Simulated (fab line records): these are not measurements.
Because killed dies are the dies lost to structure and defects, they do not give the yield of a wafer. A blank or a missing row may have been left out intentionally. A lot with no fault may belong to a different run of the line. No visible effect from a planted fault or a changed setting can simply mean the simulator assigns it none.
Chamber matching ; flow nand_harc ; NHARC_A_BONDPAD_STRIP_15 on rie_diel-04: 4 sister chambers
The step strips in O2. 18 wafers are shown with their chamber, then 9 later ones without.

## EACH WAFER AND ITS CHAMBER
wafer;chamber;showerhead_plenum_p_Torr (Torr);drypump_motor_current_A (A);throttle_valve_pct (%)
L352.3;3;3.51;5.3;17.037
L352.5;3;3.51;5.3;17.042
L352.6;0;3.65;5.1;17.028
L353.1;3;3.51;5.3;17.025
L353.3;0;3.65;5.1;17.052
L353.4;1;3.31;6.2;17.043
L354.4;1;3.30;6.2;17.047
L354.5;2;3.75;5.7;17.034
L354.6;3;3.51;5.3;17.037
L355.1;2;3.75;5.7;17.036
L355.5;3;3.51;5.3;17.033
L355.6;0;3.65;5.1;17.040
L356.2;2;3.76;5.7;17.032
L356.3;3;3.51;5.3;17.044
L356.4;1;3.30;6.1;17.054
L362.2;3;3.51;5.3;17.031
L362.5;2;3.75;5.7;17.035
L362.6;1;3.30;6.2;17.042

SIGNATURES (means of the wafers above)
reading;chamber 0;chamber 1;chamber 2;chamber 3;scatter within a chamber
showerhead_plenum_p_Torr;3.6500;3.3025;3.7525;3.5100;0.00327
drypump_motor_current_A;5.100;6.175;5.700;5.300;0.0231
throttle_valve_pct;17.04000;17.04650;17.03425;17.03557;0.00677
Rule: distance of a wafer from a chamber = root of the sum over the readings of ((wafer's reading minus chamber's mean) / reading's scatter) squared. The wafer belongs to the nearest chamber; if the next one is less than 2 further off, it can't be placed. The scatter is the square root of a quotient: the sum, over the shown wafers, of each reading's squared deviation from its chamber's mean, divided by wafers minus chambers.

## WAFERS MISSING THEIR CHAMBER
wafer;showerhead_plenum_p_Torr (Torr);drypump_motor_current_A (A);throttle_valve_pct (%)
L365.2;3.30;6.2;17.041
L365.4;3.75;5.7;17.035
L365.5;3.65;5.2;17.019
L368.1;3.65;5.1;17.039
L368.3;3.51;5.3;17.040
L368.4;3.75;5.7;17.034
L369.1;3.51;5.3;17.045
L369.4;3.30;6.1;17.034
L369.6;3.65;5.1;17.049

## WHICH CHAMBER EACH WENT THROUGH
wafer;from the rows above;in truth
L365.2;1;1
L365.4;2;2
L365.5;0;0
L368.1;0;0
L368.3;3;3
L368.4;2;2
L369.1;3;3
L369.4;1;1
L369.6;0;0
Correctly placed: 9 of 9. Not placeable from these rows: 0. 0 placed wrongly.
